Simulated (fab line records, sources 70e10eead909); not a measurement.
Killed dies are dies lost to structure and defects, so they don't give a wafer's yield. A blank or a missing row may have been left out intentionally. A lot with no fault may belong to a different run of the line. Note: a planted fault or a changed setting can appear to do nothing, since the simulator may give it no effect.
Which of the tools did it? | flow nandHarc | 10 lots, 30 wafers sampled, at 4 steps of a route of 1302

WHAT EACH GAUGE READ, for each wafer
NHARC_P_M0_CD_MEAS_09: target cd 90 nm.
lot  | measured     | on       | cdNm (nm)
L833 | day 6 18:49  | cdSem-02 | 89.8 89.4 89.6
L836 | day 8 02:55  | cdSem-01 | 89.4 89.3 89.7
L837 | day 8 18:14  | cdSem-03 | 90.3 89.8 89.8
L838 | day 9 03:07  | cdSem-01 | 89.9 89.8 89.8
L842 | day 10 18:10 | cdSem-03 | 89.6 89.1 89.3
L843 | day 11 04:49 | cdSem-01 | 89.4 89.2 89.4
L845 | day 12 01:33 | cdSem-03 | 89.5 89.5 89.8
L850 | day 14 06:32 | cdSem-02 | 84.6 84.3 83.5
L852 | day 14 22:14 | cdSem-02 | 89.3 90.3 90.6
L854 | day 15 17:55 | cdSem-02 | 85.4 84.7 85.6

WHAT TOOL EACH LOT RAN ON (gives the tool, then ch and the chambers of the sampled wafers, and finally the start)
lot  | NHARC_P_CONTACT_ETCH_36                      | NHARC_P_CONTACT_STRIP_28          | NHARC_P_M0_EXPOSE_06
L833 | rieDiel-09 ch 0,2,3, day 6 15:43 or earlier  | rieDiel-05 ch 1,2,3, day 6 15:49  | arfiScanner-02 ch 0, day 6 18:41
L836 | rieDiel-05 ch 1,2,3, day 7 23:47 or earlier  | rieDiel-09 ch 1,3, day 7 23:51    | arfiScanner-03 ch 0, day 8 02:47
L837 | rieDiel-09 ch 0,1,3, day 8 15:15 or earlier  | rieDiel-05 ch 2,3, day 8 15:19    | arfiScanner-03 ch 0, day 8 18:05
L838 | rieDiel-05 ch 0,1,2, day 9 00:07 or earlier  | rieDiel-07 ch 1,2,3, day 9 00:13  | arfiScanner-03 ch 0, day 9 02:59
L842 | rieDiel-07 ch 1,2,3, day 10 15:07 or earlier | rieDiel-07 ch 2,3, day 10 15:11   | arfiScanner-02 ch 0, day 10 18:01
L843 | rieDiel-07 ch 0,1, day 11 01:43 or earlier   | rieDiel-07 ch 0,2, day 11 01:47   | arfiScanner-03 ch 0, day 11 04:41
L845 | rieDiel-09 ch 0,1,2, day 11 22:24 or earlier | rieDiel-09 ch 1,2,3, day 11 22:30 | arfiScanner-03 ch 0, day 12 01:25
L850 | rieDiel-07 ch 0,1,3, day 14 03:26 or earlier | rieDiel-07 ch 1,2,3, day 14 03:30 | arfiScanner-02 ch 0, day 14 06:23
L852 | rieDiel-09 ch 0,1,2, day 14 19:05 or earlier | rieDiel-07 ch 0,1,3, day 14 19:10 | arfiScanner-01 ch 0, day 14 22:05
L854 | rieDiel-09 ch 0,3, day 15 14:49 or earlier   | rieDiel-09 ch 0,3, day 15 14:53   | arfiScanner-02 ch 0, day 15 17:47
- NHARC_P_CONTACT_ETCH_36: etches the open film in N2/H2, target depth 260 nm, time 406.25 s.
- NHARC_P_CONTACT_STRIP_28: strips in O2.
- NHARC_P_M0_EXPOSE_06: exposes mask P M0, target cd 90 nm.

THE ANSWER, worked out from the rows above alone
Rule: what is usual is taken from the lots themselves. The widest of any qualifying gaps counts: lots, ordered by their means at a reading, are off when they make up no more than a third of the lots, leave a main group of 4 or more, and stand apart from it by 3 or more times the standard deviation of that group's means. A main group whose means are all the same, to the digits that the tables above print for the reading, isn't used. Also off: a lot with no number at a reading for which 4 or more lots have one. Any other lot the step has rows for is counted as sound.
Off, at NHARC_P_M0_CD_MEAS_09 on cdNm: L850, L854. The main group has a mean of 89.7 nm with a standard deviation of 0.26.
If a tool, at a process step before that reading, ran all the lots that are off and no sound lot after the first of them, it fits. Those tools and the gauges at NHARC_P_M0_CD_MEAS_09 are tried in the same way. With no start given for some of its lots, NHARC_P_CONTACT_ETCH_36 uses the hours and lot order of NHARC_P_CONTACT_CD_MEAS_19. One candidate fits, namely arfiScanner-02 at NHARC_P_M0_EXPOSE_06. Its last sound lot is L842 (day 10 18:01), its first lot that is off L850 (day 14 06:23): a fault that began between those two fits.

WHAT THE SIMULATOR PUT IN
Process parameters drifting: arfiScanner-02 at NHARC_P_M0_EXPOSE_06, beginning at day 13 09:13. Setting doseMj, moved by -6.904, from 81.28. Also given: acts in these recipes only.
Struck lots among those shown: L850, L854. The same result came from the rule above.
